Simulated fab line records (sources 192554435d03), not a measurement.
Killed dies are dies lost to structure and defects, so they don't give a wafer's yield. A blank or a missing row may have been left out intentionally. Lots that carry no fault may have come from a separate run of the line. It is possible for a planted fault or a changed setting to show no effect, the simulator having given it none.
fab line records	flow n5_finfet
[record] lots = 6	wafers = 18	last_day = 18
route steps=1938 shown DUMMY_GATE@225 BEOL_M4@1111 PASSIVATION@1936
lots that met no fault: taken from a fault-free run of the same line
start_h: the number of hours between the record's first day and the start of the first shown wafer of the lot	wait_h: time in hours since the lot's previous step	" the same as in the row above	L1.1+2: a row that stands for several wafers	- no value, or no start was given	* or withheld: withheld	< > ~ a bound
route shown NAME@n: a module of which the file shows steps, and the number in the route of the first	usual: mean/standard deviation of fault-free wafers	same: alike in all rows	chamber/n: place in a boat	sites: the reading at each site	_std_site: their standard deviation	_edge_site: mean of outer sites minus mean of inner sites	radius_mm: how far each site lies from the wafer's centre	mask NAME#n: copy n	behind: tool/chamber where the wafer was last shaped	hold: why the lot went on hold/how many hours it stayed there/how the hold came to an end	device: which transistor (n, p or np) failed to switch	end of line: tests run on the same wafers once the route is complete	step lacking rows: just its recipe	killed: at the first sort, the dies lost to defects and structure; wafer yield is something else	map: the dies of a wafer, with x for killed, . for not killed, _ for no die there
set.NAME: setting as actually run; set.NAME@STEP: the setting as run at that earlier step	model.NAME: the simulator's own value behind a step, which no gauge read
certain route steps with their lots: each step a table, each wafer a row
services: the hour from which a tool's chamber was out of use, counted from the record's first day as start_h (under 0 if before that day), plus the number of hours and why
[[steps]]
[step N5_DUMMY_GATE_COAT_09]
[recipe] resist = CAR-EUV	spin_rpm = 1500	resist_thk_nm = 30
[step N5_DUMMY_GATE_EBR_11]
[recipe] solvent = PGMEA	ebr_width_mm = 1.5
[step N5_DUMMY_GATE_SOFTBAKE_10]
[recipe] temp_c = 110	time_s = 60	resist = CAR-EUV
[step N5_DUMMY_GATE_EXPOSE_12]
[recipe] mask_id = GATE	na = 0.33	source_shape = annular	sigma_inner = 0.2	sigma_outer = 0.6	polarization = unpolarized	target_cd_nm = 25	dose_mj = 34
[step N5_DUMMY_GATE_PEB_13]
[recipe] peb_temp_c = 100	peb_time_s = 60	resist = CAR-EUV
[step N5_DUMMY_GATE_DEVELOP_14]
[recipe] develop_time_s = 30	developer = TMAH	resist = CAR-EUV	rinse_liquid = surfactant_rinse	dry = air_spin	dev_temp_c = 23
[step N5_DUMMY_GATE_CD_MEAS_15]
[recipe] target_cd_nm = 25.8	landing_energy_ev = 500	detector = se_inlens
[usual] cd_nm = 24.90/0.26
lot.wafer	tool	chamber	start_h	wait_h	cd_nm
L229.1	cd_sem-02	0	46.65	-	25.25
L229.2	"	0	"	"	25.23
L229.4	"	0	"	"	25.00
L234.4	cd_sem-02	0	76.40	-	25.35
L234.5	"	0	"	"	25.03
L234.6	"	0	"	"	24.81
L245.1	cd_sem-01	0	143.78	-	25.25
L245.2	"	0	"	"	25.14
L245.5	"	0	"	"	25.20
L247.2	cd_sem-01	0	154.25	-	25.34
L247.5	"	0	"	"	24.55
L247.6	"	0	"	"	24.35
L249.1	cd_sem-01	0	168.09	-	24.55
L249.3	"	0	"	"	24.53
L249.6	"	0	"	"	24.91
L251.2	cd_sem-03	0	178.64	-	25.06
L251.3	"	0	"	"	24.89
L251.6	"	0	"	"	24.68
[step N5_DUMMY_GATE_OVL_MEAS_16]
[recipe] points_per_wafer = 522
[usual] GATE_OVL = -0.5/0.59
lot.wafer	tool	chamber	start_h	wait_h	GATE_OVL[nm]
L229.1	overlay-01	0	46.69	0.0	0.2
L229.2	"	0	"	"	-0.2
L229.4	"	0	"	"	-1.4
L234.4	overlay-01	0	76.45	0.0	-1.5
L234.5	"	0	"	"	-1.6
L234.6	"	0	"	"	-0.9
L245.1	overlay-02	0	143.82	0.0	-0.9
L245.2	"	0	"	"	-1.0
L245.5	"	0	"	"	-1.7
L247.2	overlay-02	0	154.30	0.0	1.1
L247.5	"	0	"	"	-0.3
L247.6	"	0	"	"	-0.4
L249.1	overlay-02	0	168.13	0.0	-0.4
L249.3	"	0	"	"	0.0
L249.6	"	0	"	"	-0.4
L251.2	overlay-02	0	178.68	0.0	-0.5
L251.3	"	0	"	"	-1.1
L251.6	"	0	"	"	-0.6
[step N5_DUMMY_GATE_INSPECT_17]
[recipe] mode = adi	inspect_instrument = brightfield
[usual] raw_defect_count = 205/53
lot.wafer	tool	chamber	start_h	wait_h	raw_defect_count
L229.1	defect_inspect-02	-	46.75	0.1	188
L229.2	"	-	"	"	244
L229.4	"	-	"	"	239
L234.4	defect_inspect-02	-	76.49	0.0	129
L234.5	"	-	"	"	190
L234.6	"	-	"	"	155
L245.1	defect_inspect-01	-	143.88	0.1	294
L245.2	"	-	"	"	253
L245.5	"	-	"	"	307
L247.2	defect_inspect-02	-	154.35	0.0	179
L247.5	"	-	"	"	211
L247.6	"	-	"	"	169
L249.1	defect_inspect-02	-	168.18	0.1	192
L249.3	"	-	"	"	170
L249.6	"	-	"	"	165
L251.2	defect_inspect-01	-	178.73	0.0	132
L251.3	"	-	"	"	185
L251.6	"	-	"	"	163
[step N5_DUMMY_GATE_DESCUM_20]
[recipe] chemistry = O2	time_s = 6.2	source_power_w = 50	bias_power_w = 20	pressure_mtorr = 20	rf_frequency_hz = 2.712e+07	temp_c = 40	resist = CAR-EUV	o2_flow_sccm = 225
[usual] bias_power_w = 19.99/0.066	drypump_motor_current_A = 5.8/0.49	oes_product_au = 0.77/0.073	rf_vpp_V = 243.1/1.4	showerhead_plenum_p_Torr = 2.09/0.079	throttle_valve_pct = 20.5/0.32
lot.wafer	tool	chamber	start_h	wait_h	bias_power_w	drypump_motor_current_A	oes_product_au	rf_hours_counter_h	rf_vpp_V	showerhead_plenum_p_Torr	throttle_valve_pct
L229.1	rie_diel-03	3	47.55	0.8	19.91	5.0	0.77	161	241.9	2.09	20.6
L229.2	"	2	"	"	19.85	5.3	0.74	184	244.8	2.16	20.6
L229.4	"	0	"	"	19.99	5.6	0.75	176	244.5	2.16	20.7
L234.4	rie_diel-02	2	76.52	0.0	19.97	5.6	0.75	187	241.7	2.00	20.5
L234.5	"	1	"	"	19.93	6.3	0.76	-	242.8	2.07	20.2
L234.6	"	2	"	"	19.94	5.6	0.75	-	240.4	2.00	20.5
L245.1	rie_diel-02	2	143.91	0.0	20.03	5.6	0.73	208	244.2	2.00	20.5
L245.2	"	1	"	"	20.08	6.2	0.74	181	243.1	2.07	20.2
L245.5	"	3	"	"	20.03	5.5	0.89	-	244.7	2.25	20.4
L247.2	rie_diel-02	3	154.38	0.0	19.99	5.6	0.89	39	245.2	2.25	20.4
L247.5	"	1	"	"	19.95	6.2	0.74	-	242.0	2.07	20.2
L247.6	"	0	"	"	19.89	5.2	0.87	-	241.6	2.07	20.6
L249.1	rie_diel-01	0	168.22	0.0	19.89	5.6	0.91	23	244.7	2.12	20.0
L249.3	"	3	"	"	19.98	6.6	0.74	165	245.5	2.19	20.7
L249.6	"	1	"	"	19.96	6.6	0.68	-	240.9	1.98	20.1
L251.2	rie_diel-01	2	179.00	0.3	20.09	5.7	0.71	234	241.3	2.09	21.0
L251.3	"	1	"	"	19.96	6.6	0.68	223	242.5	1.97	20.1
L251.6	"	3	"	"	20.02	6.6	0.73	-	245.3	2.19	20.7
[step N5_DUMMY_GATE_ETCH_29]
[recipe] chemistry = N2/H2	target = underlayer	target_depth_a = 130	ion_energy_ev = 200	pressure_mtorr = 30	source_w = 840	bias_w = 150	n2_flow_sccm = 200	h2_flow_sccm = 200
[usual] drypump_motor_current_A = 5.8/0.49	oes_product_au = 0.77/0.066	rf_fwd_power_W = 831.6/2.9	rf_vpp_V = 523.6/2.7	showerhead_plenum_p_Torr = 2.53/0.091	throttle_valve_pct = 17.90/0.28
lot.wafer	tool	chamber	start_h	wait_h	drypump_motor_current_A	oes_product_au	rf_fwd_power_W	rf_hours_counter_h	rf_vpp_V	showerhead_plenum_p_Torr	throttle_valve_pct
L229.1	rie_diel-03	3	47.61	0.0	5.1	0.76	833.0	161	523.8	2.55	18.09
L229.2	"	2	"	"	5.3	0.74	831.4	184	525.4	2.61	17.94
L229.4	"	0	"	"	5.6	0.76	831.4	176	527.7	2.64	18.22
L234.4	rie_diel-02	2	76.58	0.0	5.6	0.74	829.9	187	519.3	2.42	17.83
L234.5	"	1	"	"	6.2	0.76	829.3	-	523.6	2.54	17.87
L234.6	"	2	"	"	5.6	0.74	830.2	-	521.4	2.42	17.83
L245.1	rie_diel-02	2	143.98	0.0	5.6	0.72	830.8	208	520.2	2.41	17.89
L245.2	"	1	"	"	6.2	0.74	834.9	181	523.6	2.54	17.89
L245.5	"	3	"	"	5.5	0.89	830.3	-	528.2	2.66	17.46
L247.2	rie_diel-02	3	154.45	0.0	5.5	0.88	832.7	39	529.9	2.66	17.47
L247.5	"	1	"	"	6.2	0.74	833.4	-	525.3	2.53	17.91
L247.6	"	0	"	"	5.3	0.84	833.3	-	522.2	2.49	17.76
L249.1	rie_diel-01	0	168.28	0.0	5.5	0.90	834.5	23	524.4	2.58	17.48
L249.3	"	3	"	"	6.6	0.74	825.7	165	526.3	2.65	18.22
L249.6	"	1	"	"	6.6	0.70	832.0	-	520.0	2.40	17.59
L251.2	rie_diel-01	2	179.07	0.0	5.7	0.72	831.8	234	523.2	2.49	18.22
L251.3	"	1	"	"	6.6	0.70	827.6	223	519.7	2.40	17.57
L251.6	"	3	"	"	6.6	0.73	830.4	-	526.8	2.65	18.22
[step N5_DUMMY_GATE_ETCH_36]
[recipe] chemistry = CF4	target = SiARC	target_depth_a = 130	pressure_mtorr = 40	source_w = 545	bias_w = 36	Ar_flow_sccm = 100	cf4_flow_sccm = 100	ion_energy_ev = 80
[usual] cf4_flow_sccm = 100.01/0.28	drypump_motor_current_A = 5.8/0.49	oes_product_au = 0.77/0.066	rf_fwd_power_W = 539.6/1.8	rf_vpp_V = 184.1/1.2	showerhead_plenum_p_Torr = 2.14/0.071	throttle_valve_pct = 15.66/0.25
lot.wafer	tool	chamber	start_h	wait_h	cf4_flow_sccm	drypump_motor_current_A	oes_product_au	rf_fwd_power_W	rf_hours_counter_h	rf_vpp_V	showerhead_plenum_p_Torr	throttle_valve_pct
L229.1	rie_diel-03	3	47.65	0.0	100.55	5.1	0.77	540.3	161	184.9	2.13	15.74
L229.2	"	2	"	"	100.56	5.3	0.75	539.8	184	184.4	2.22	15.79
L229.4	"	0	"	"	100.24	5.6	0.76	538.2	176	185.6	2.22	15.97
L234.4	rie_diel-02	2	76.62	0.0	99.94	5.6	0.74	538.4	187	183.4	2.04	15.60
L234.5	"	1	"	"	100.35	6.2	0.75	542.0	-	183.4	2.14	15.52
L234.6	"	2	"	"	99.82	5.6	0.75	536.3	-	182.9	2.04	15.59
L245.1	rie_diel-02	2	144.02	0.0	99.83	5.6	0.73	540.7	208	184.1	2.04	15.64
L245.2	"	1	"	"	100.31	6.2	0.75	538.8	181	184.3	2.13	15.53
L245.5	"	3	"	"	99.85	5.5	0.90	539.6	-	184.0	2.26	15.25
L247.2	rie_diel-02	3	154.49	0.0	100.34	5.5	0.89	538.7	39	185.5	2.25	15.25
L247.5	"	1	"	"	100.23	6.2	0.74	542.0	-	184.1	2.13	15.56
L247.6	"	0	"	"	99.79	5.3	0.85	539.4	-	184.8	2.11	15.49
L249.1	rie_diel-01	0	168.32	0.0	99.74	5.6	0.91	540.4	23	185.5	2.18	15.31
L249.3	"	3	"	"	100.36	6.6	0.74	538.1	165	185.1	2.22	15.83
L249.6	"	1	"	"	99.99	6.6	0.71	538.7	-	183.7	2.05	15.48
L251.2	rie_diel-01	2	179.11	0.0	100.35	5.7	0.72	542.7	234	183.9	2.11	16.08
L251.3	"	1	"	"	100.34	6.6	0.70	539.9	223	183.7	2.05	15.48
L251.6	"	3	"	"	100.18	6.6	0.72	538.5	-	187.3	2.22	15.83
[step N5_DUMMY_GATE_ETCH_37]
[recipe] chemistry = N2/H2	target = SOC	target_depth_a = 600	overetch_a = 300	temp_c = 40	ion_energy_ev = 200	pressure_mtorr = 30	source_w = 840	bias_w = 150	n2_flow_sccm = 200	h2_flow_sccm = 200
[usual] drypump_motor_current_A = 5.8/0.49	oes_product_au = 0.61/0.057	rf_fwd_power_W = 831.6/2.8	rf_vpp_V = 523.7/2.7	showerhead_plenum_p_Torr = 2.53/0.091	throttle_valve_pct = 17.83/0.28
lot.wafer	tool	chamber	start_h	wait_h	drypump_motor_current_A	oes_product_au	rf_fwd_power_W	rf_hours_counter_h	rf_vpp_V	showerhead_plenum_p_Torr	throttle_valve_pct	model.SiARC_of_DUMMY_GATE_COAT_35.thk_nm
L229.1	rie_diel-03	3	47.69	0.0	5.1	0.60	828.9	161	524.6	2.55	18.02	5
L229.2	"	2	"	"	5.3	0.58	830.1	184	526.2	2.61	17.84	5
L229.4	"	0	"	"	5.6	0.59	832.9	176	527.0	2.64	18.14	5
L234.4	rie_diel-02	2	76.66	0.0	5.6	0.59	829.9	187	520.7	2.42	17.77	4.8
L234.5	"	1	"	"	6.2	0.59	835.2	-	524.3	2.54	17.81	5
L234.6	"	2	"	"	5.6	0.59	829.3	-	521.6	2.42	17.77	5
L245.1	rie_diel-02	2	144.06	0.0	5.6	0.57	631.7	208	569.6	2.41	17.80	5.6
L245.2	"	1	"	"	6.3	0.58	633.9	181	572.2	2.54	17.83	5.8
L245.5	"	3	"	"	5.5	0.71	625.2	-	578.1	2.66	17.37	6
L247.2	rie_diel-02	3	154.53	0.0	5.5	0.70	636.3	39	577.8	2.66	17.39	6
L247.5	"	1	"	"	6.2	0.59	632.9	-	572.5	2.53	17.84	5.8
L247.6	"	0	"	"	5.2	0.68	628.7	-	571.5	2.49	17.69	6
L249.1	rie_diel-01	0	168.36	0.0	5.5	0.71	830.8	23	523.5	2.58	17.41	5
L249.3	"	3	"	"	6.6	0.57	831.3	165	526.9	2.65	18.14	4.6
L249.6	"	1	"	"	6.6	0.55	830.5	-	520.5	2.40	17.53	5.2
L251.2	rie_diel-01	2	179.15	0.0	5.7	0.56	834.1	234	522.9	2.49	18.15	4.6
L251.3	"	1	"	"	6.6	0.55	829.8	223	518.7	2.40	17.52	5.2
L251.6	"	3	"	"	6.6	0.57	829.1	-	525.5	2.65	18.14	4.6
[step N5_DUMMY_GATE_STRIP_38]
[recipe] chemistry = N2/H2	temp_c = 40	n2_flow_sccm = 200	h2_flow_sccm = 200	rf_frequency_hz = 6e+07
[step N5_BEOL_M4_RC_MEAS_101]
[usual] DIBL_N = 36.0/2.5	DIBL_P = 36.7/3	IOFF_N = 0.16/0.043	IOFF_P = 0.21/0.049	ION_N = 673/15	ION_P = 461/9.8	SS_N = 71.5/0.83	SS_P = 73.4/0.83	VT_N = 250/4	VT_P = -251/4
lot.wafer	tool	chamber	start_h	wait_h	DIBL_N[mV/V]	DIBL_P[mV/V]	IOFF_N[nA/um]	IOFF_P[nA/um]	ION_N[uA/um]	ION_P[uA/um]	SS_N[mV/dec]	SS_P[mV/dec]	VT_N[mV]	VT_P[mV]
L229.1	prober-01	0	161.06	0.0	33.5	35.1	0.15	0.20	670	457	71.6	72.9	249	-252
L229.2	"	0	"	"	30.2	30.2	0.10	0.14	653	455	70.8	71.9	257	-255
L229.4	"	0	"	"	37.3	40.7	0.24	0.30	703	473	72.1	75.0	245	-243
L234.4	prober-01	0	192.83	0.5	37.2	39.0	0.17	0.25	676	464	71.2	73.3	247	-248
L234.5	"	0	"	"	37.2	37.7	0.15	0.21	664	455	71.4	72.9	250	-250
L234.6	"	0	"	"	37.6	38.0	0.16	0.24	678	471	71.9	73.2	249	-247
L245.1	prober-01	0	269.88	0.0	33.6	34.4	0.12	0.16	660	455	71.1	73.1	253	-254
L245.2	"	0	"	"	32.0	32.7	0.10	0.15	647	449	71.4	72.1	256	-256
L245.5	"	0	"	"	36.8	36.7	0.17	0.19	674	458	71.9	73.5	247	-252
L249.1	prober-01	0	295.98	0.0	36.8	37.8	0.19	0.24	669	461	71.8	73.0	247	-247
L249.3	"	0	"	"	37.7	39.8	0.22	0.29	701	474	72.4	74.1	242	-244
L249.6	"	0	"	"	35.7	35.9	0.17	0.21	662	451	72.0	73.8	248	-250
L247.2	prober-02	0	296.29	0.2	32.0	32.7	0.11	0.14	648	441	70.6	71.9	257	-255
L247.5	"	0	"	"	32.7	34.5	0.12	0.16	672	460	70.3	72.4	255	-254
L247.6	"	0	"	"	29.5	30.1	0.08	0.11	642	438	69.4	72.2	258	-260
L251.2	prober-01	0	320.03	0.2	37.2	38.7	0.19	0.22	670	452	71.5	73.9	247	-249
L251.3	"	0	"	"	37.1	39.0	0.17	0.23	663	457	71.8	73.9	249	-250
L251.6	"	0	"	"	36.9	38.0	0.17	0.22	688	467	71.7	73.6	249	-250
[step N5_PASSIVATION_PROBE_49]
[usual] defect_limited_yield = 91.1/1.5	killed_at_M0_to_M3 = 37/11	killed_at_M4_up = 13/5.6	killed_at_contacts = 12/5.6	killed_at_front_end = 39/11	killed_at_other = 4/3.1	killed_dies = 105/18	killed_open = 69/13	killed_short = 35/7.4	sort_bin_5_function = 5.1/0.92	sort_bin_6_memory = 3.4/0.76	sort_bin_8_speed = 0.02/0.11	sort_n_pass = 1075/18	sort_yield_pct = 91.1/1.5
[same] gross_dies = 1180	killed_at_back_side = 0	sort_bin_4_leakage[%] = 0
lot.wafer	tool	chamber	start_h	wait_h	defect_limited_yield[%]	killed_at_M0_to_M3	killed_at_M4_up	killed_at_contacts	killed_at_front_end	killed_at_other	killed_dies	killed_open	killed_short	sort_bin_5_function[%]	sort_bin_6_memory[%]	sort_bin_8_speed[%]	sort_n_pass	sort_yield_pct[%]
L229.1	prober-01	-	264.43	0.0	90.8	33	13	20	41	1	108	69	38	4.8	4.1	0	1072	90.8
L229.2	prober-01	-	264.48	0.1	92.0	40	8	17	27	2	94	60	34	4.3	3.5	0	1086	92.0
L229.4	prober-01	-	264.58	0.2	91.6	44	13	21	20	1	99	76	23	4.6	3.6	0	1081	91.6
L245.1	prober-02	-	390.19	0.0	92.2	29	7	14	39	3	92	57	27	4.3	2.5	0	1088	92.2
L245.2	prober-02	-	390.24	0.1	92.3	36	23	6	24	2	91	59	29	4.7	2.8	0	1089	92.3
L245.5	prober-02	-	390.39	0.2	90.8	39	9	15	44	1	108	70	35	5.5	2.9	0	1072	90.8
L247.2	prober-02	-	410.08	0.1	92.4	28	18	11	31	2	90	65	25	3.9	3.5	0.08	1089	92.3
L247.5	prober-02	-	410.23	0.2	92.1	22	10	19	38	4	93	60	32	3.8	3.8	0	1087	92.1
L247.6	prober-02	-	410.28	0.3	91.7	31	11	12	42	2	98	65	32	6.0	2.3	1.10	1069	90.6
// killed by level:class
L229.1 MOL_CONTACT_COAG:geometric_particle:open=15 BEOL_M3:geometric_particle:open=11 GATE_CUT:geometric_particle:short=8 FIN_SAQP:geometric_particle:short=7 ILD0:geometric_particle:short=6 FIN_SAQP:geometric_particle:open=5 MOL_CONTACT_COAG:geometric_particle:short=5 BEOL_M1:geometric_particle:open=5
L229.2 MOL_CONTACT_COAG:geometric_particle:open=15 GATE_CUT:geometric_particle:short=9 BEOL_M2:geometric_particle:open=8 BEOL_M0_SAQP:geometric_particle:open=7 BEOL_M0_SAQP:geometric_particle:short=7 BEOL_M3:geometric_particle:open=7 BEOL_M3:geometric_particle:short=5 FIN_SAQP:geometric_particle:short=4
L229.4 MOL_CONTACT_COAG:geometric_particle:open=17 BEOL_M3:geometric_particle:open=14 BEOL_M0_SAQP:geometric_particle:open=10 BEOL_M2:geometric_particle:open=6 GATE_CUT:geometric_particle:short=5 BEOL_M0_SAQP:geometric_particle:short=5 MOL_CONTACT_COAG:geometric_particle:short=4 BEOL_M3:geometric_particle:short=4
L245.1 MOL_CONTACT_COAG:geometric_particle:open=10 STI_FIN_REVEAL:geometric_particle:open=8 HKMG_FIN:area_etch=8 FIN_SAQP:geometric_particle:open=7 BEOL_M0_SAQP:geometric_particle:open=6 FIN_SAQP:geometric_particle:short=5 BEOL_M0_SAQP:geometric_particle:short=5 BEOL_M2:geometric_particle:open=5
L245.2 BEOL_M0_SAQP:geometric_particle:short=10 BEOL_M4:geometric_particle:open=8 BEOL_M0_SAQP:geometric_particle:open=6 BEOL_M3:geometric_particle:open=6 BEOL_M5:geometric_particle:open=6 MOL_CONTACT_COAG:geometric_particle:open=5 STARTING-WAFER:geometric_particle:open=5 BEOL_M0:geometric_particle:short=4
L245.5 BEOL_M2:geometric_particle:open=12 MOL_CONTACT_COAG:geometric_particle:open=11 STI_FIN_REVEAL:geometric_particle:open=9 BEOL_M3:geometric_particle:open=8 FIN_SAQP:geometric_particle:open=6 FIN_SAQP:geometric_particle:short=6 BEOL_M0_SAQP:geometric_particle:short=5 BEOL_M0_SAQP:geometric_particle:open=5
L247.2 STI_FIN_REVEAL:geometric_particle:open=9 BEOL_M2:geometric_particle:open=8 BEOL_M4:geometric_particle:open=8 MOL_CONTACT_COAG:geometric_particle:open=6 BEOL_M3:geometric_particle:open=6 MOL_CONTACT_COAG:geometric_particle:short=5 FIN_SAQP:geometric_particle:open=4 BEOL_M0_SAQP:geometric_particle:open=4
L247.5 MOL_CONTACT_COAG:geometric_particle:open=15 BEOL_M3:geometric_particle:open=8 ILD0:geometric_particle:open=7 FIN_SAQP:geometric_particle:short=5 BEOL_M4:geometric_particle:open=5 STI_FIN_REVEAL:geometric_particle:open=4 ILD0:geometric_particle:short=4 GATE_CUT:geometric_particle:short=4
L247.6 MOL_CONTACT_COAG:geometric_particle:open=12 BEOL_M3:geometric_particle:open=12 STI_FIN_REVEAL:geometric_particle:open=9 BEOL_M2:geometric_particle:open=7 BEOL_M3:geometric_particle:short=7 BEOL_M4:geometric_particle:open=6 STARTING-WAFER:geometric_particle:short=5 STI_FIN_REVEAL:geometric_particle:short=4
[[services]]
tool	chamber	start_h	hours	kind
rie_diel-02	0	28.19	-	clean
rie_diel-02	0	28.19	-	consumable_replace:focus_ring
rie_diel-02	0	28.19	17.2	scheduled_down
rie_diel-02	0	28.19	17.2	vent_cycle
rie_diel-02	-	46.21	15.6	pm
rie_diel-03	3	48.58	9.8	repair
rie_diel-01	3	50.91	4.7	repair
rie_diel-01	0	55.60	-	clean
rie_diel-01	0	55.60	-	consumable_replace:focus_ring
rie_diel-01	0	55.60	23.9	scheduled_down
rie_diel-01	0	55.60	23.9	vent_cycle
rie_diel-03	1	76.00	12.8	repair
rie_diel-01	-	94.55	4.1	repair
[[key]]
[first_sign] step = N5_DUMMY_GATE_ETCH_37	reading = rf_fwd_power_W	direction = down	sigmas = 71	usual = *	struck = *
[effect] step = N5_DUMMY_GATE_ETCH_37	reading = rf_vpp_V	direction = up	sigmas = 18	usual = 523.7	struck = 573.6
[effect] step = N5_PASSIVATION_PROBE_49	reading = sort_bin_8_speed	direction = up	sigmas = 1.6	usual = 0.02	struck = 0.20	wafers_moved = 1
[model_effect] step = N5_DUMMY_GATE_ETCH_37	value = SiARC_of_DUMMY_GATE_COAT_35.thk_nm	without = 5.067	struck = 5.867
met_at N5_DUMMY_GATE_ETCH_37
struck_wafers L245.1,L245.2,L245.5,L247.2,L247.5,L247.6
onset_between 76.66 144.06
[fault] kind = process_parameter_drift	tool = rie_diel-02	chamber = -	onset_h = 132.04	steps = N5_DUMMY_GATE_ETCH_37	channel = source_w	offset = -201.6	shape = step	end_h = 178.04	acts_in = these_recipes_only	stated = 840
